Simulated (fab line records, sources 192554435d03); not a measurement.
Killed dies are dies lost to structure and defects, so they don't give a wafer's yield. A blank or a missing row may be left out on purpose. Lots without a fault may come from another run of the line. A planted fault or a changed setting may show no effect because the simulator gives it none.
fab line records | flow n5_finfet
record lots=7 wafers=39
route steps=1938 shown BEOL_M12@1639 MIM_BOT@1833 PASSIVATION@1910
start_h: hours from the record's first day to the start of the lot's first wafer shown | wait_h: hours since the lot's step before | " the same as in the row above | L1.1+2: a row that stands for several wafers | - no value, or no start given | * or withheld: withheld | < > ~ a bound
route shown NAME@n: a module of which the file shows steps, and the number in the route of the first | usual: mean/standard deviation of fault-free wafers | same: alike in all rows | chamber/n: place in a boat | sites: the reading at each site | _std_site: their standard deviation | _edge_site: outer sites' mean less inner sites' | radius_mm: how far each site lies from the wafer's centre | mask NAME#n: copy n | behind: the tool/chamber that last shaped the wafer | hold: why the lot was held/for how many hours/how that ended | device: the transistor (n, p or np) that didn't switch | end of line: the same wafers' tests at the end of the route | a step without rows: its recipe alone | killed: dies lost to structure and defects at the first sort, not the wafer's yield | map: a wafer's dies, x killed, . not, _ none there
set.NAME: the setting as run; set.NAME@STEP: as run at that earlier step | model.NAME: the simulator's own value behind a step, which no gauge read
lots whose settings were changed on purpose; a table a step, a row a wafer
## steps
# step N5_BEOL_M12_TRENCH_ETCH_34
# recipe chemistry=C4F8/O2/Ar target=SiOC target_depth_a=3189.5 mask_material=SOC pressure_mtorr=30 source_w=3000 bias_w=700 Ar_flow_sccm=400 C4F8_flow_sccm=15 O2_flow_sccm=8 he_inner_torr=15 he_outer_torr=30 time_s=125.5 ion_energy_ev=250
# columns lot.wafer tool chamber start_h wait_h set.time_s model.etch.depth_nm
L078.1 rie_diel-06 1 262.20 0.0 125.5 335.4
L078.2 " 3 " " 125.5 317.3
L078.3 " 2 " " 125.5 313.8
L078.4 " 0 " " 125.5 328.2
L078.5 " 3 " " 125.5 319.4
L078.6 " 0 " " 125.5 329.5
L083.1 rie_diel-01 3 278.78 0.0 125.5 325.4
L083.2 " 2 " " 51.31 132.4
L083.3 " 1 " " 125.5 313.5
L083.4 " 0 " " 51.31 128.2
L083.5 " 3 " " 51.31 132.6
L083.6 " 2 " " 125.5 324.8
L086.1 rie_diel-03 3 318.96 0.0 125.5 326.6
L086.4 " 0 " " 125.5 309.5
L086.6 " 3 " " 125.5 323.5
L093.1 rie_diel-03 1 352.21 0.0 125.5 314.4
L093.2 " 0 " " 176.1 441.4
L093.3 " 2 " " 176.1 442
L093.4 " 3 " " 176.1 461.3
L093.5 " 2 " " 125.5 314.6
L093.6 " 3 " " 125.5 329.2
L095.1 rie_diel-03 0 381.50 0.0 185 461.1
L095.2 " 3 " " 185 482.5
L095.3 " 2 " " 125.5 315.2
L095.4 " 1 " " 125.5 315.1
L095.5 " 3 " " 125.5 330.7
L095.6 " 0 " " 185 457.2
L097.1 rie_diel-03 0 388.86 0.0 125.5 313.9
L097.2 " 1 " " 125.5 314.8
L097.3 " 3 " " 125.5 330.5
L097.4 " 2 " " 125.5 313.5
L097.5 " 0 " " 125.5 313.3
L097.6 " 1 " " 125.5 315.2
L096.1 rie_diel-01 2 408.72 0.0 125.5 322.5
L096.2 " 0 " " 125.5 317.9
L096.3 " 3 " " 125.5 324.1
L096.4 " 2 " " 82.92 213.6
L096.5 " 3 " " 82.92 211.5
L096.6 " 0 " " 82.92 209.2
# step N5_BEOL_M12_STRIP_70
# recipe chemistry=C4F8/O2/Ar resist=SiARC rf_frequency_hz=6e+07
# step N5_BEOL_M12_OCD_MEAS_35
# usual trench_depth_nm=319/6.7
# columns lot.wafer tool chamber start_h wait_h set.time_s@BEOL_M12_TRENCH_ETCH_34 trench_depth_nm
L078.1 ocd-02 - 262.36 0.0 125.5 335
L078.2 " - " " 125.5 317
L078.3 " - " " 125.5 314
L078.4 " - " " 125.5 328
L078.5 " - " " 125.5 319
L078.6 " - " " 125.5 329
L083.1 ocd-02 - 278.93 0.0 125.5 325
L083.2 " - " " 51.31 132
L083.3 " - " " 125.5 314
L083.4 " - " " 51.31 128
L083.5 " - " " 51.31 133
L083.6 " - " " 125.5 324
L086.1 ocd-01 - 319.11 0.0 125.5 327
L086.4 " - " " 125.5 309
L086.6 " - " " 125.5 324
L093.1 ocd-02 - 352.37 0.0 125.5 314
L093.2 " - " " 176.1 441
L093.3 " - " " 176.1 442
L093.4 " - " " 176.1 461
L093.5 " - " " 125.5 315
L093.6 " - " " 125.5 329
L095.1 ocd-02 - 381.65 0.0 185 461
L095.2 " - " " 185 482
L095.3 " - " " 125.5 315
L095.4 " - " " 125.5 315
L095.5 " - " " 125.5 331
L095.6 " - " " 185 457
L097.1 ocd-01 - 389.02 0.0 125.5 313
L097.2 " - " " 125.5 315
L097.3 " - " " 125.5 331
L097.4 " - " " 125.5 313
L097.5 " - " " 125.5 313
L097.6 " - " " 125.5 315
L096.1 ocd-01 - 408.87 0.0 125.5 322
L096.2 " - " " 125.5 318
L096.3 " - " " 125.5 324
L096.4 " - " " 82.92 214
L096.5 " - " " 82.92 211
L096.6 " - " " 82.92 209
# step N5_BEOL_M12_STRIP_37
# recipe chemistry=N2/H2 power_w=1000 temp_c=250 h2_frac=0.65 overash_fraction=0.3 pressure_mtorr=withheld n2_flow_sccm=1750 h2_flow_sccm=3250
# step N5_BEOL_M12_ETCH_38
# recipe chemistry=CF4/N2 target=SiCN target_depth_a=687 taper_deg=2 time_s=73.4 ion_energy_ev=150 mask_material=SiO2 pressure_mtorr=40 source_w=430 bias_w=70 Ar_flow_sccm=100 cf4_flow_sccm=60 n2_flow_sccm=60
# step N5_BEOL_M12_ECD_47
# recipe material=Cu target_thk_a=7200
# step N5_BEOL_M12_ANNEAL_48
# recipe temp_c=225 time_s=90 ambient=N2
# step N5_BEOL_M12_CMP_49
# recipe stop_on=SiOC t_overpolish_s=20.6 down_force_psi=1 platen_rpm=50 clearing_platen_down_force_psi=1.5 clearing_platen_rpm=50 post_cmp_clean=cu_alkaline target_thk_nm=320 clearing_platen_pad_velocity_m_s=0.99484 pad_velocity_m_s=0.99484
# columns lot.wafer tool chamber start_h wait_h set.time_s@BEOL_M12_TRENCH_ETCH_34 model.Cu_of_BEOL_M12_ECD_47.thk_nm
L078.2 cmp-04 3 267.25 0.2 125.5 317.2
L078.4 " 0 " " 125.5 328.8
L078.1 " 1 " " 125.5 336.2
L078.3 " 2 " " 125.5 314.6
L078.5 " 3 " " 125.5 319
L078.6 " 0 " " 125.5 330.4
L083.1 cmp-01 0 284.06 0.3 125.5 325.8
L083.2 " 1 " " 51.31 134.6
L083.3 " 2 " " 125.5 313.8
L083.4 " 3 " " 51.31 128.8
L083.5 " 0 " " 51.31 135.4
L083.6 " 1 " " 125.5 327
L086.1 cmp-02 1 329.37 0.3 125.5 327
L086.4 " 3 " " 125.5 311.4
L086.6 " 0 " " 125.5 321.8
L093.3 cmp-02 1 359.44 0.2 176.1 442.4
L093.1 " 2 " " 125.5 315.2
L093.4 " 3 " " 176.1 462.6
L093.2 " 0 " " 176.1 440
L093.5 " 1 " " 125.5 315.4
L093.6 " 2 " " 125.5 330.6
L095.1 cmp-02 1 383.89 0.3 185 463.2
L095.2 " 2 " " 185 483.8
L095.4 " 3 " " 125.5 318.2
L095.3 " 0 " " 125.5 316.2
L095.6 " 1 " " 185 460.4
L095.5 " 2 " " 125.5 333.8
L097.4 cmp-02 1 390.87 0.1 125.5 316
L097.1 " 2 " " 125.5 316.4
L097.3 " 3 " " 125.5 332.2
L097.2 " 0 " " 125.5 315.4
L097.5 " 1 " " 125.5 314.6
L097.6 " 2 " " 125.5 317.2
L096.4 cmp-01 2 412.80 0.1 82.92 214.4
L096.1 " 3 " " 125.5 323.4
L096.3 " 0 " " 125.5 326.6
L096.2 " 1 " " 125.5 319.4
L096.5 " 2 " " 82.92 213.4
L096.6 " 3 " " 82.92 209.8
# step N5_BEOL_M12_THK_MEAS_50
# recipe thk_meas_gauge=xrf reads=Cu_of_BEOL_M12_ECD_47
# usual M12_THK=324/7.4
# columns lot.wafer tool chamber start_h wait_h set.time_s@BEOL_M12_TRENCH_ETCH_34 M12_THK[nm]
L078.1 film_metro-01 - 267.54 - 125.5 336
L078.2 " - " " 125.5 319
L078.3 " - " " 125.5 315
L078.4 " - " " 125.5 330
L078.5 " - " " 125.5 321
L078.6 " - " " 125.5 331
L083.1 film_metro-02 - 284.35 - 125.5 333
L083.2 " - " " 51.31 136
L083.3 " - " " 125.5 318
L083.4 " - " " 51.31 130
L083.5 " - " " 51.31 138
L083.6 " - " " 125.5 333
L086.1 film_metro-02 - 329.63 - 125.5 327
L086.4 " - " " 125.5 314
L086.6 " - " " 125.5 323
L093.1 film_metro-02 - 359.74 - 125.5 318
L093.2 " - " " 176.1 444
L093.3 " - " " 176.1 447
L093.4 " - " " 176.1 471
L093.5 " - " " 125.5 318
L093.6 " - " " 125.5 335
L095.1 film_metro-02 - 384.18 - 185 464
L095.2 " - " " 185 488
L095.3 " - " " 125.5 319
L095.4 " - " " 125.5 319
L095.5 " - " " 125.5 335
L095.6 " - " " 185 464
L097.1 film_metro-01 - 391.16 - 125.5 319
L097.2 " - " " 125.5 317
L097.3 " - " " 125.5 335
L097.4 " - " " 125.5 319
L097.5 " - " " 125.5 318
L097.6 " - " " 125.5 321
L096.1 film_metro-02 - 413.10 - 125.5 327
L096.2 " - " " 125.5 323
L096.3 " - " " 125.5 331
L096.4 " - " " 82.92 216
L096.5 " - " " 82.92 215
L096.6 " - " " 82.92 211
# step N5_BEOL_M12_PRE_CLEAN_52
# recipe gas=NH3 time_s=15 temp_c=withheld rf_power_w=300
# step N5_BEOL_M12_DEP_53
# recipe material=SiCN target_thk_a=300 temp_c=withheld precursor=3MS/NH3 pressure_torr=3 rf_w=675 time_s=10.5
# step N5_BEOL_M12_RS_MEAS_54
# recipe thk_meas_gauge=four-point-probe reads=Cu_of_BEOL_M12_ECD_47+Ta_of_BEOL_M12_SPUTTER_44+TaN_of_BEOL_M12_SPUTTER_43
# usual M12_RS=0.0599/0.0013
# columns lot.wafer tool chamber start_h wait_h set.time_s@BEOL_M12_TRENCH_ETCH_34 M12_RS[ohm/sq]
L078.1 film_metro-01 - 267.67 0.0 125.5 0.0570
L078.2 " - " " 125.5 0.0605
L078.3 " - " " 125.5 0.0611
L078.4 " - " " 125.5 0.0582
L078.5 " - " " 125.5 0.0603
L078.6 " - " " 125.5 0.0580
L083.1 film_metro-02 - 284.48 0.1 125.5 0.0588
L083.2 " - " " 51.31 0.1516
L083.3 " - " " 125.5 0.0611
L083.4 " - " " 51.31 0.1594
L083.5 " - " " 51.31 0.1504
L083.6 " - " " 125.5 0.0586
L086.1 film_metro-01 - 329.75 0.0 125.5 0.0586
L086.4 " - " " 125.5 0.0617
L086.6 " - " " 125.5 0.0597
L093.1 film_metro-02 - 359.86 0.0 125.5 0.0610
L093.2 " - " " 176.1 0.0432
L093.3 " - " " 176.1 0.0428
L093.4 " - " " 176.1 0.0409
L093.5 " - " " 125.5 0.0609
L093.6 " - " " 125.5 0.0580
L095.1 film_metro-01 - 384.34 0.1 185 0.0409
L095.2 " - " " 185 0.0391
L095.3 " - " " 125.5 0.0607
L095.4 " - " " 125.5 0.0604
L095.5 " - " " 125.5 0.0573
L095.6 " - " " 185 0.0412
L097.1 film_metro-01 - 391.28 0.0 125.5 0.0606
L097.2 " - " " 125.5 0.0608
L097.3 " - " " 125.5 0.0577
L097.4 " - " " 125.5 0.0607
L097.5 " - " " 125.5 0.0611
L097.6 " - " " 125.5 0.0606
L096.1 film_metro-02 - 413.23 0.0 125.5 0.0592
L096.2 " - " " 125.5 0.0603
L096.3 " - " " 125.5 0.0587
L096.4 " - " " 82.92 0.0916
L096.5 " - " " 82.92 0.0922
L096.6 " - " " 82.92 0.0938
# step N5_MIM_BOT_SPUTTER_00
# recipe material=TiN target_thk_a=350 temp_c=200 power_w=3000 chamber_pressure_pa=0.49996 gas=Ar reactive_partial_pa=0.37997 time_s=89.7
# columns lot.wafer tool chamber start_h wait_h set.target_thk_a model.TiN_of_MIM_BOT_SPUTTER_00.thk_nm
L078.1 pvd_sputter-03 - 289.13 0.0 483.3 48.6
L078.2 " - " " 483.3 48.2
L078.3 " - " " 350 35.2
L078.4 " - " " 483.3 48
L078.5 " - " " 350 35.4
L078.6 " - " " 350 34.4
L083.1 pvd_sputter-02 - 305.98 0.0 433.8 43.2
L083.2 " - " " 433.8 43.6
L083.3 " - " " 433.8 42.6
L083.4 " - " " 350 35.4
L083.5 " - " " 350 34.4
L083.6 " - " " 350 34.6
L086.1 pvd_sputter-03 - 352.00 0.0 350 35.2
L086.4 " - " " 350 36.4
L086.6 " - " " 350 35.4
L093.1 pvd_sputter-03 - 383.30 0.0 350 35.6
L093.2 " - " " 350 34.8
L093.3 " - " " 429.3 42.2
L093.4 " - " " 429.3 42.8
L093.5 " - " " 429.3 42
L093.6 " - " " 350 35
L095.1+6 pvd_sputter-02 - 399.43 0.0 220.9 21
L095.2 " - " " 350 34.8
L095.3 " - " " 220.9 21.8
L095.4 " - " " 350 33.8
L095.5 " - " " 350 34.4
L097.1 pvd_sputter-01 - 407.67 0.0 350 34.2
L097.2 " - " " 350 34.8
L097.3 " - " " 480 47.2
L097.4 " - " " 480 47.4
L097.5 " - " " 480 47.8
L097.6 " - " " 350 34.6
L096.1+6 pvd_sputter-01 - 434.16 0.0 279.2 27.6
L096.2 " - " " 350 35
L096.3 " - " " 350 34.6
L096.4 " - " " 279.2 27.4
L096.5 " - " " 350 34.8
# step N5_PASSIVATION_ETCH_59
# recipe chemistry=Cl2/BCl3 target=TaN target_depth_a=650 time_s=34.9 ion_energy_ev=100 pressure_mtorr=10 icp_w=900 bias_w=100 Cl2_flow_sccm=60 bcl3_flow_sccm=30
# columns lot.wafer tool chamber start_h wait_h set.time_s model.etch.depth_nm
L078.1+5 rie_metal-02 1,0 296.43 0.3 54.6 103.3
L078.2 " 0 " " 34.9 65.68
L078.3 " 1 " " 34.9 65.53
L078.4 " 0 " " 34.9 65.71
L078.6 " 1 " " 54.6 102.6
L083.1 rie_metal-02 0 315.66 0.3 34.9 65.27
L083.2 " 1 " " 34.9 65.7
L083.3 " 0 " " 53.36 100.3
L083.4 " 1 " " 53.36 100.2
L083.5 " 1 " " 53.36 101.1
L083.6 " 0 " " 34.9 65.94
L086.1 rie_metal-02 0 359.68 0.3 34.9 65.42
L086.4 " 1 " " 34.9 63.51
L086.6 " 1 " " 34.9 64.28
L093.1 rie_metal-01 1 391.60 0.3 34.9 66.21
L093.2 " 0 " " 34.9 67.23
L093.3 " 0 " " 34.9 67.4
L093.4 " 1 " " 19.9 37.55
L093.5 " 0 " " 19.9 38.49
L093.6 " 1 " " 19.9 37.81
L095.1 rie_metal-03 1 405.93 0.3 34.9 64.56
L095.2 " 0 " " 34.9 65.67
L095.3 " 1 " " 34.9 64.42
L095.4 " 0 " " 34.9 65.78
L095.5 " 1 " " 34.9 64.18
L095.6 " 0 " " 34.9 66
L097.1 rie_metal-03 1 415.09 0.3 34.9 63.44
L097.2 " 0 " " 34.9 65.48
L097.3 " 0 " " 34.9 65.44
L097.4 " 1 " " 34.9 63.24
L097.5 " 0 " " 34.9 65.17
L097.6 " 1 " " 34.9 63.53
L096.1 rie_metal-02 0 443.50 0.3 34.9 65.54
L096.2 " 1 " " 34.9 64.35
L096.3 " 0 " " 53.12 100.8
L096.4 " 1 " " 53.12 98.45
L096.5 " 1 " " 53.12 98.65
L096.6 " 0 " " 34.9 65.92
## key
split step=N5_BEOL_M12_TRENCH_ETCH_34 setting=time_s stated=125.5 by=wafer
response step=N5_BEOL_M12_TRENCH_ETCH_34 reading=model.etch.depth_nm change=+3.18 per=1% r=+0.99
response step=N5_BEOL_M12_OCD_MEAS_35 reading=trench_depth_nm change=+3.18 per=1% r=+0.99
response step=N5_BEOL_M12_CMP_49 reading=model.Cu_of_BEOL_M12_ECD_47.thk_nm change=+3.17 per=1% r=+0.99
response step=N5_BEOL_M12_THK_MEAS_50 reading=M12_THK change=+3.23 per=1% r=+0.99
response step=N5_BEOL_M12_RS_MEAS_54 reading=M12_RS change=-0.000976 per=1% r=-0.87
split step=N5_MIM_BOT_SPUTTER_00 setting=target_thk_a stated=350 by=wafer
response step=N5_MIM_BOT_SPUTTER_00 reading=model.TiN_of_MIM_BOT_SPUTTER_00.thk_nm change=+0.348 per=1% r=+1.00
split step=N5_PASSIVATION_ETCH_59 setting=time_s stated=34.9 by=wafer
response step=N5_PASSIVATION_ETCH_59 reading=model.etch.depth_nm change=+0.661 per=1% r=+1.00
